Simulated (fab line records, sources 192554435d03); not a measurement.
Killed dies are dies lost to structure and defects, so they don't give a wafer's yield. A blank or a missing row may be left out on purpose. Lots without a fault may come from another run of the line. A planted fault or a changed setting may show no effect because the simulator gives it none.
fab line records | flow n5_finfet | part 1 of 2: steps 1 to 19 of 29
record lots=5 wafers=15 last_day=17
route steps=1938 shown FIN_CUT@171 STI_FIN_REVEAL@183
lots that met no fault: from a run of the same line without faults
start_h: hours from the record's first day to the start of the lot's first wafer shown | wait_h: hours since the lot's step before | " the same as in the row above | L1.1+2: a row that stands for several wafers | - no value, or no start given | * or withheld: withheld | < > ~ a bound
route shown NAME@n: a module of which the file shows steps, and the number in the route of the first | usual: mean/standard deviation of fault-free wafers | same: alike in all rows | chamber/n: place in a boat | sites: the reading at each site | _std_site: their standard deviation | _edge_site: outer sites' mean less inner sites' | radius_mm: how far each site lies from the wafer's centre | mask NAME#n: copy n | behind: the tool/chamber that last shaped the wafer | hold: why the lot was held/for how many hours/how that ended | device: the transistor (n, p or np) that didn't switch | end of line: the same wafers' tests at the end of the route | a step without rows: its recipe alone | killed: dies lost to structure and defects at the first sort, not the wafer's yield | map: a wafer's dies, x killed, . not, _ none there
set.NAME: the setting as run; set.NAME@STEP: as run at that earlier step | model.NAME: the simulator's own value behind a step, which no gauge read
lots at some steps of the route; a table a step, a row a wafer
services: from which hour (start_h, from the record's first day; less than 0 if before it) a tool's chamber was out of use, for how many hours, and why
## steps
# step N5_FIN_CUT_STRIP_31
# recipe chemistry=N2/H2 temp_c=40 n2_flow_sccm=200 h2_flow_sccm=200 rf_frequency_hz=6e+07
# columns lot.wafer tool chamber start_h wait_h
L075.3+4+6 rie_diel-01 0,0,2 34.47 0.0
L083.1+2+4 rie_diel-02 0,1,3 81.10 0.0
L085.1+2+6 rie_diel-02 0,3,0 93.62 0.0
L089.4+5+6 rie_diel-03 1,2,0 117.46 0.0
L094.1+4+5 rie_diel-03 2,0,2 147.19 0.0
# step N5_FIN_CUT_STRIP_24
# recipe chemistry=CF4 resist=SiARC power_w=300 bias_power_w=75 pressure_mtorr=50 cf4_flow_sccm=150 rf_frequency_hz=6e+07
# usual drypump_motor_current_A=5.8/0.51 oes_product_au=0.76/0.081 rf_vpp_V=271.3/1.4 showerhead_plenum_p_Torr=1.79/0.054 throttle_valve_pct=13.57/0.28
# columns lot.wafer tool chamber start_h wait_h drypump_motor_current_A oes_product_au rf_hours_counter_h rf_vpp_V showerhead_plenum_p_Torr throttle_valve_pct
L075.3 rie_diel-01 0 34.48 0.0 6.4 0.87 53 271.2 1.83 13.30
L075.4 " 0 " " 6.4 0.87 - 272.2 1.83 13.30
L075.6 " 2 " " 5.7 0.66 - 270.5 1.83 13.86
L083.1 rie_diel-02 0 81.11 0.0 5.6 0.69 243 271.1 1.75 13.73
L083.2 " 1 " " 5.2 0.72 184 269.4 1.71 13.80
L083.4 " 3 " " 6.2 0.71 187 268.8 1.71 13.66
L085.1 rie_diel-02 0 93.63 0.0 5.6 0.68 247 272.7 1.75 13.74
L085.2 " 3 " " 6.2 0.70 192 270.1 1.71 13.67
L085.6 " 0 " " 5.6 0.67 - 270.5 1.75 13.74
L089.4 rie_diel-03 1 117.47 0.0 6.1 0.73 - 274.8 1.87 13.99
L089.5 " 2 " " 5.8 0.75 - 271.2 1.80 13.41
L089.6 " 0 " " 4.9 0.79 - 272.7 1.80 13.29
L094.1 rie_diel-03 2 147.20 0.0 5.7 0.74 135 271.2 1.80 13.45
L094.4 " 0 " " 4.9 0.79 - 271.0 1.80 13.33
L094.5 " 2 " " 5.8 0.74 - 272.6 1.80 13.45
# step N5_FIN_CUT_CUT_ETCH_26
# recipe chemistry=CH3F/O2 target=SiNx target_depth_a=390 mask_material=SOC time_s=55.7 pressure_mtorr=30 source_w=395 bias_w=73 Ar_flow_sccm=150 CH3F_flow_sccm=30 O2_flow_sccm=20 ion_energy_ev=120
# usual CH3F_flow_sccm=29.99/0.08 drypump_motor_current_A=5.8/0.51 oes_product_au=0.77/0.089 rf_vpp_V=295/4.6 showerhead_plenum_p_Torr=2.00/0.055 throttle_valve_pct=16.36/0.29
# columns lot.wafer tool chamber start_h wait_h CH3F_flow_sccm drypump_motor_current_A oes_product_au rf_hours_counter_h rf_vpp_V showerhead_plenum_p_Torr throttle_valve_pct
L075.3 rie_diel-01 0 34.50 0.0 29.98 6.4 0.88 53 293 2.02 15.98
L075.4 " 0 " " 29.90 6.5 0.88 - 292 2.02 15.97
L075.6 " 2 " " 29.97 5.7 0.66 - 299 2.05 16.62
L083.1 rie_diel-02 0 81.13 0.0 30.00 5.6 0.69 243 291 1.97 16.55
L083.2 " 1 " " 30.06 5.2 0.73 184 290 1.93 16.76
L083.4 " 3 " " 29.97 6.2 0.71 187 301 1.92 16.49
L085.1 rie_diel-02 0 93.65 0.0 30.05 5.6 0.69 247 292 1.97 16.55
L085.2 " 3 " " 30.08 6.2 0.71 192 299 1.92 16.51
L085.6 " 0 " " 29.97 5.6 0.68 - 291 1.97 16.55
L089.4 rie_diel-03 1 117.51 0.0 29.95 6.1 0.75 - 291 2.08 16.73
L089.5 " 2 " " 29.90 5.7 0.77 - 294 2.02 16.23
L089.6 " 0 " " 29.94 4.9 0.81 - 296 2.02 16.09
L094.1 rie_diel-03 2 147.22 0.0 29.97 5.8 0.75 135 291 2.01 16.24
L094.4 " 0 " " 29.93 4.9 0.80 - 296 2.01 16.09
L094.5 " 2 " " 29.97 5.8 0.74 - 293 2.01 16.24
# step N5_FIN_CUT_CUT_ETCH_27
# recipe chemistry=CHF3/O2 target=SiO2 target_depth_a=40 mask_material=SOC overetch_a=20 time_s=4.9 pressure_mtorr=30 source_w=650 bias_w=170 Ar_flow_sccm=200 CHF3_flow_sccm=50 O2_flow_sccm=5 ion_energy_ev=200
# usual drypump_motor_current_A=5.8/0.5 oes_product_au=0.61/0.066 rf_vpp_V=520/7.6 showerhead_plenum_p_Torr=2.41/0.063 throttle_valve_pct=18.82/0.29
# columns lot.wafer tool chamber start_h wait_h drypump_motor_current_A oes_product_au rf_hours_counter_h rf_vpp_V showerhead_plenum_p_Torr throttle_valve_pct
L075.3 rie_diel-01 0 34.55 0.0 6.5 0.70 53 515 2.44 18.44
L075.4 " 0 " " 6.5 0.69 - 516 2.44 18.44
L075.6 " 2 " " 5.7 0.53 - 527 2.47 19.01
L083.1 rie_diel-02 0 81.17 0.0 5.6 0.54 243 514 2.38 19.02
L083.2 " 1 " " 5.2 0.58 184 509 2.33 19.23
L083.4 " 3 " " 6.2 0.56 187 531 2.32 18.96
L085.1 rie_diel-02 0 93.69 0.0 5.6 0.54 247 515 2.38 19.01
L085.2 " 3 " " 6.2 0.56 192 531 2.31 18.97
L085.6 " 0 " " 5.6 0.54 - 514 2.38 19.03
L089.4 rie_diel-03 1 117.55 0.0 6.0 0.59 - 513 2.50 19.22
L089.5 " 2 " " 5.8 0.59 - 514 2.43 18.67
L089.6 " 0 " " 4.9 0.63 - 523 2.43 18.51
L094.1 rie_diel-03 2 147.86 0.6 5.7 0.59 135 516 2.42 18.67
L094.4 " 0 " " 4.9 0.63 - 523 2.42 18.54
L094.5 " 2 " " 5.8 0.60 - 516 2.42 18.68
# step N5_FIN_CUT_PRECLEAN_35
# recipe time_s=13.3 temp_c=45 pressure_torr=125 p_hf_torr=3 p_coreactant_torr=25 chemistry=vHF
# usual drypump_motor_current_A=5.07/0.29 pressure_torr=125.06/0.26
# columns lot.wafer tool chamber start_h wait_h drypump_motor_current_A pressure_torr
L075.3 vapor_etch-01 0 34.63 0.1 5.08 125.16
L075.4 " 1 " " 4.81 125.08
L075.6 " 0 " " 5.09 124.81
L083.1 vapor_etch-01 0 81.24 0.0 5.10 125.05
L083.2 " 1 " " 4.79 125.10
L083.4 " 0 " " 5.06 125.09
L085.1 vapor_etch-02 1 93.76 0.0 5.51 124.97
L085.2 " 0 " " 4.83 125.12
L085.6 " 1 " " 5.51 124.95
L089.4 vapor_etch-02 0 117.62 0.0 4.84 125.20
L089.5 " 0 " " 4.84 125.11
L089.6 " 1 " " 5.51 124.90
L094.1 vapor_etch-01 0 147.93 0.0 5.09 125.38
L094.4 " 1 " " 4.81 124.88
L094.5 " 1 " " 4.80 124.77
# step N5_FIN_CUT_CUT_ETCH_15
# recipe chemistry=HBr/Cl2/O2 target=Si target_depth_a=1000 bt_time_s=10 mask_material=SOC time_s=42.4 ion_energy_ev=* bias_w=* pressure_mtorr=10 icp_w=800 HBr_flow_sccm=150 Cl2_flow_sccm=80 O2_flow_sccm=12
# usual drypump_motor_current_A=5.8/0.48 oes_product_au=1.000/0.013 throttle_valve_pct=37.17/0.28
# columns lot.wafer tool chamber start_h wait_h drypump_motor_current_A oes_product_au rf_hours_counter_h throttle_valve_pct
L075.3 rie_si-02 3 34.70 0.0 5.8 1.001 147 37.21
L075.4 " 1 " " 5.1 0.999 92 37.75
L075.6 " 0 " " 5.7 0.996 - 37.21
L083.1 rie_si-06 3 81.32 0.1 5.2 0.986 74 37.07
L083.2 " 2 " " 5.5 1.031 54 36.80
L083.4 " 1 " " 5.4 1.000 70 37.42
L085.1 rie_si-06 2 93.84 0.1 5.6 1.025 54 36.78
L085.2 " 0 " " 5.5 0.988 77 36.57
L085.6 " 3 " " 5.2 0.986 - 37.06
L089.4 rie_si-06 0 117.68 0.0 5.5 0.990 77 36.58
L089.5 " 0 " " 5.5 0.987 - 36.58
L089.6 " 3 " " 5.2 0.987 - 37.07
L094.1 rie_si-03 0 148.01 0.1 6.4 1.009 190 37.33
L094.4 " 1 " " 5.1 1.000 71 36.99
L094.5 " 0 " " 6.4 1.011 - 37.33
# step N5_FIN_CUT_CUT_ETCH_28
# recipe chemistry=HBr/Cl2/O2 target=Si target_depth_a=60 mask_material=SOC time_s=2.4 ion_energy_ev=* bias_w=* pressure_mtorr=10 icp_w=800 HBr_flow_sccm=150 Cl2_flow_sccm=80 O2_flow_sccm=12
# usual drypump_motor_current_A=5.8/0.47 oes_product_au=1.000/0.014 throttle_valve_pct=37.17/0.28
# columns lot.wafer tool chamber start_h wait_h drypump_motor_current_A oes_product_au rf_hours_counter_h throttle_valve_pct
L075.3 rie_si-02 3 34.75 0.0 5.9 1.009 147 37.21
L075.4 " 1 " " 5.1 1.003 92 37.74
L075.6 " 0 " " 5.7 1.004 - 37.23
L083.1 rie_si-06 3 81.38 0.0 5.2 0.992 74 37.07
L083.2 " 2 " " 5.6 1.028 54 36.79
L083.4 " 1 " " 5.5 1.012 70 37.43
L085.1 rie_si-06 2 93.89 0.0 5.5 1.035 54 36.79
L085.2 " 0 " " 5.5 0.987 77 36.58
L085.6 " 3 " " 5.2 0.983 - 37.06
L089.4 rie_si-06 0 117.73 0.0 5.5 0.989 77 36.58
L089.5 " 0 " " 5.6 0.989 - 36.58
L089.6 " 3 " " 5.2 0.976 - 37.06
L094.1 rie_si-03 0 148.07 0.0 6.4 1.009 190 37.31
L094.4 " 1 " " 5.2 0.992 71 36.95
L094.5 " 0 " " 6.4 1.008 - 37.32
# step N5_FIN_CUT_STRIP_22
# recipe chemistry=N2/H2 power_w=500 temp_c=40 pressure_mtorr=50 rf_frequency_hz=6e+07 overash_fraction=0.3 bias_power_w=8 h2_frac=0.5 n2_flow_sccm=300 h2_flow_sccm=300
# usual drypump_motor_current_A=5.9/0.54 oes_product_au=0.79/0.096 rf_vpp_V=54.5/2.3 showerhead_plenum_p_Torr=3.36/0.097 throttle_valve_pct=18.81/0.27
# columns lot.wafer tool chamber start_h wait_h drypump_motor_current_A oes_product_au rf_hours_counter_h rf_vpp_V showerhead_plenum_p_Torr throttle_valve_pct
L075.3 rie_diel-02 0 34.82 0.0 5.6 0.68 229 50.8 3.31 18.83
L075.4 " 3 " " 6.2 0.71 173 54.7 3.23 19.25
L075.6 " 2 " " 6.4 0.69 - 58.0 3.32 19.03
L083.1 rie_diel-01 0 81.44 0.0 6.4 0.86 69 55.4 3.40 18.75
L083.2 " 3 " " 5.4 0.71 223 52.8 3.30 18.48
L083.4 " 3 " " 5.4 0.69 - 52.0 3.30 18.46
L085.1 rie_diel-01 0 94.01 0.1 6.5 0.84 74 56.3 3.40 18.72
L085.2 " 2 " " 5.7 0.94 10 55.4 3.46 18.71
L085.6 " 2 " " 5.7 0.93 - 53.7 3.46 18.74
L089.4 rie_diel-03 1 117.82 0.1 6.1 0.76 - 53.6 3.49 19.27
L089.5 " 0 " " 4.9 0.80 - 51.9 3.37 18.68
L089.6 " 2 " " 5.8 0.75 - 51.0 3.38 18.80
L094.1 rie_diel-01 1 148.13 0.0 5.7 0.93 23 52.9 3.56 18.54
L094.4 " 2 " " 5.7 0.88 29 56.1 3.45 18.79
L094.5 " 0 " " 6.5 0.85 - 52.1 3.39 18.75
# step N5_FIN_CUT_PRECLEAN_36
# recipe chemistry=O3/DIW time_s=60 temp_c=22 o3_ppm=10
# columns lot.wafer tool chamber start_h wait_h
L075.3+4+6 wet_bench-05 7,5,1 34.88 -
L083.1+2+4 wet_bench-06 2,0,7 81.51 -
L085.1+2+6 wet_bench-04 3,0,7 94.08 -
L089.4+5+6 wet_bench-06 1,4,3 117.87 -
L094.1+4+5 wet_bench-05 0,5,2 148.20 -
# step N5_FIN_CUT_SRD_32
# recipe dry=ipa_marangoni time_s=30 temp_c=23 rinse_liquid=diw
# columns lot.wafer tool chamber start_h wait_h
L075.3+4+6 wet_bench-05 7,5,1 34.90 0.0
L083.1+2+4 wet_bench-06 2,0,7 81.53 0.0
L085.1+2+6 wet_bench-04 3,0,7 94.10 0.0
L089.4+5+6 wet_bench-06 1,4,3 117.89 0.0
L094.1+4+5 wet_bench-05 0,5,2 148.22 0.0
# step N5_FIN_CUT_UV_OZONE_34
# recipe time_s=120 pressure_torr=760 temp_c=25
# usual pressure_torr=760.0/1.5
# columns lot.wafer tool chamber start_h wait_h pressure_torr
L075.3 wet_bench-05 7 34.92 0.0 760.1
L075.4 " 5 " " 755.2
L075.6 " 1 " " 761.6
L083.1 wet_bench-06 2 81.55 0.0 759.5
L083.2 " 0 " " 761.6
L083.4 " 7 " " 760.1
L085.1 wet_bench-04 3 94.12 0.0 760.6
L085.2 " 0 " " 759.1
L085.6 " 7 " " 759.0
L089.4 wet_bench-06 1 117.90 0.0 760.0
L089.5 " 4 " " 758.9
L089.6 " 3 " " 760.0
L094.1 wet_bench-05 0 148.24 0.0 758.9
L094.4 " 5 " " 760.0
L094.5 " 2 " " 761.2
# step N5_FIN_CUT_INSPECT_17
# recipe inspect_instrument=brightfield mode=aei
# usual raw_defect_count=240/70
# columns lot.wafer tool chamber start_h wait_h raw_defect_count
L075.3 defect_inspect-01 - 34.98 0.0 199
L075.4 " - " " 303
L075.6 " - " " 180
L083.1 defect_inspect-02 - 81.60 0.0 199
L083.2 " - " " 205
L083.4 " - " " 407
L085.1 defect_inspect-02 - 94.17 0.0 381
L085.2 " - " " 206
L085.6 " - " " 310
L089.4 defect_inspect-01 - 117.96 0.0 164
L089.5 " - " " 239
L089.6 " - " " 198
L094.1 defect_inspect-02 - 148.41 0.1 281
L094.4 " - " " 216
L094.5 " - " " 359
# step N5_STI_FIN_REVEAL_ALD_00
# recipe material=SiO2 target_thk_a=10 temp_c=300 ald_precursor_family=BDEAS ald_co_reactant=O2-plasma pulse_time_s=1 pressure_torr=2
# usual heater_power_w=487/57 precursor_pulse_height_rel=0.999/0.019
# columns lot.wafer tool chamber start_h wait_h heater_power_w precursor_pulse_height_rel
L075.3 ald_sin-02 3 35.01 0.0 537 0.976
L075.4 " 2 " " 514 1.011
L075.6 " 1 " " 577 1.005
L083.1 ald_sin-04 2 81.89 0.3 581 1.013
L083.2 " 1 " " 473 1.020
L083.4 " 3 " " 448 0.999
L085.1 ald_sin-04 1 95.74 1.6 483 0.978
L085.2 " 3 " " 460 1.000
L085.6 " 2 " " 580 0.981
L089.4 ald_sin-04 3 118.02 0.1 458 0.993
L089.5 " 2 " " 591 0.995
L089.6 " 0 " " 403 1.034
L094.1 ald_sin-04 2 148.47 0.1 574 0.984
L094.4 " 0 " " 406 1.005
L094.5 " 1 " " 473 1.025
# step N5_STI_FIN_REVEAL_ALD_14
# recipe material=Si3N4 target_thk_a=30 temp_c=400 ald_precursor_family=SiH2I2 ald_co_reactant=N2/H2-plasma pressure_torr=2
# usual heater_power_w=874/110
# columns lot.wafer tool chamber start_h wait_h heater_power_w
L075.3 ald_sin-02 3 35.06 0.0 952
L075.4 " 2 " " 936
L075.6 " 1 " " 1060
L083.1 ald_sin-04 2 81.94 0.0 1045
L083.2 " 1 " " 850
L083.4 " 3 " " 803
L085.1 ald_sin-04 1 95.79 0.0 859
L085.2 " 3 " " 793
L085.6 " 2 " " 1074
L089.4 ald_sin-04 3 118.15 0.1 812
L089.5 " 2 " " 1077
L089.6 " 0 " " 719
L094.1 ald_sin-04 2 148.52 0.0 1054
L094.4 " 0 " " 737
L094.5 " 1 " " 856
# step N5_STI_FIN_REVEAL_FCVD_FILL_01
# recipe material=SiO2_flowable target_thk_a=3120 temp_c=100 pressure_torr=0.8 rf_w=2000 time_s=512.2
# columns lot.wafer tool chamber start_h wait_h
L075.3+4+6 fcvd-02 1 35.70 0.5
L083.1+2+4 fcvd-02 0,1,1 82.18 0.1
L085.1+2+6 fcvd-01 0,1,1 96.03 0.1
L089.4+5+6 fcvd-02 1,1,0 118.48 0.2
L094.1+4+5 fcvd-01 1,0,0 161.64 13.0
# step N5_STI_FIN_REVEAL_DENSIFY_02
# recipe temp_c=650 ambient=steam time_s=1800 idle_temp_c=400 densification_p_h2o_torr=640
# usual spike_tc_top_C=668/5.3
# columns lot.wafer tool chamber start_h wait_h spike_tc_top_C
L075.3 furnace-02 0 36.54 0.6 664
L075.4 " 0 " " 665
L075.6 " 0 " " 665
L083.1 furnace-01 0 82.94 0.6 678
L083.2 " 0 " " 676
L083.4 " 0 " " 674
L085.1 furnace-02 0 96.66 0.4 665
L085.2 " 0 " " 664
L085.6 " 0 " " 663
L089.4 furnace-02 0 118.92 0.2 663
L089.5 " 0 " " 665
L089.6 " 0 " " 665
L094.1 furnace-02 0 163.18 1.3 665
L094.4 " 0 " " 664
L094.5 " 0 " " 664
# step N5_STI_FIN_REVEAL_CMP_04
# recipe stop_on=Si3N4 t_overpolish_s=4 down_force_psi=2 platen_rpm=54.18 post_cmp_clean=alkaline_brush pad_velocity_m_s=1.078 target_thk_nm=131.83
# usual motor_current_A=8.0/0.75 overpolish_run_s=3.999/0.0092 pad_life_wafers=936/560 slurry_filter_dp_kPa=13.51/0.13 time_to_endpoint_s=103/4.1
# columns lot.wafer tool chamber start_h wait_h motor_current_A overpolish_run_s pad_life_wafers slurry_filter_dp_kPa time_to_endpoint_s
L075.4 cmp-01 2 40.72 0.0 7.2 4.004 696 13.40 100
L075.3 " 3 " " 8.3 3.996 697 13.59 103
L075.6 " 3 " " 8.4 3.983 - 13.46 100
L083.4 cmp-04 3 87.12 0.0 8.3 4.000 1770 13.34 98
L083.2 " 1 " " 8.4 3.999 1772 13.60 102
L083.1 " 2 " " 9.7 3.993 1773 13.53 106
L085.2 cmp-02 1 100.83 0.0 7.3 4.022 600 13.44 103
L085.1 " 0 " " 8.3 3.997 603 13.85 104
L085.6 " 1 " " 7.2 4.010 - 13.47 106
L089.4 cmp-01 1 123.12 0.1 8.1 4.000 1345 13.75 110
L089.6 " 0 " " 7.0 3.999 - 13.69 105
L089.5 " 1 " " 8.0 4.008 - 13.43 110
L094.4 cmp-04 0 167.36 0.0 7.1 3.999 324 13.64 95
L094.1 " 3 " " 8.5 3.992 327 13.65 93
L094.5 " 0 " " 7.6 3.995 - 13.70 96
# step N5_STI_FIN_REVEAL_THK_MEAS_05
# usual thk_nm=132.1/1
# columns lot.wafer tool chamber start_h wait_h thk_nm
L075.3 film_metro-02 - 41.01 - 131.7
L075.4 " - " " 131.4
L075.6 " - " " 132.9
L083.1 film_metro-01 - 87.42 - 131.4
L083.2 " - " " 131.6
L083.4 " - " " 130.3
L085.1 film_metro-01 - 101.12 - 130.7
L085.2 " - " " 131.2
L085.6 " - " " 131.4
L089.4 film_metro-01 - 123.38 - 132.6
L089.5 " - " " 132.2
L089.6 " - " " 130.9
L094.1 film_metro-01 - 167.65 - 130.6
L094.4 " - " " 131.3
L094.5 " - " " 130.7
# step N5_STI_FIN_REVEAL_DENSIFY_30
# recipe temp_c=* time_s=* ambient=N2 idle_temp_c=600 ramp_up_c_per_s=150 ramp_down_c_per_s=60 cool_to_c=600
# usual lamp_power_pct=11.54/0.052 lamp_zone_2_pct=11.528/0.019 wafer_temp_C_max=*
# columns lot.wafer tool chamber start_h wait_h lamp_power_pct lamp_zone_2_pct wafer_temp_C_max
L075.3 rtp_anneal-02 0 41.16 0.1 11.59 11.527 *
L075.4 " 0 " " 11.51 11.530 *
L075.6 " 0 " " 11.52 11.520 *
L083.1 rtp_anneal-01 0 87.56 0.1 11.54 11.531 *
L083.2 " 0 " " 11.51 11.519 *
L083.4 " 0 " " 11.59 11.505 *
L085.1 rtp_anneal-02 0 101.15 0.0 11.49 11.522 *
L085.2 " 0 " " 11.57 11.556 *
L085.6 " 0 " " 11.53 11.521 *
L089.4 rtp_anneal-02 0 123.55 0.2 11.47 11.524 *
L089.5 " 0 " " 11.55 11.548 *
L089.6 " 0 " " 11.55 11.521 *
L094.1 rtp_anneal-02 0 167.68 0.0 11.57 11.529 *
L094.4 " 0 " " 11.51 11.546 *
L094.5 " 0 " " 11.46 11.549 *
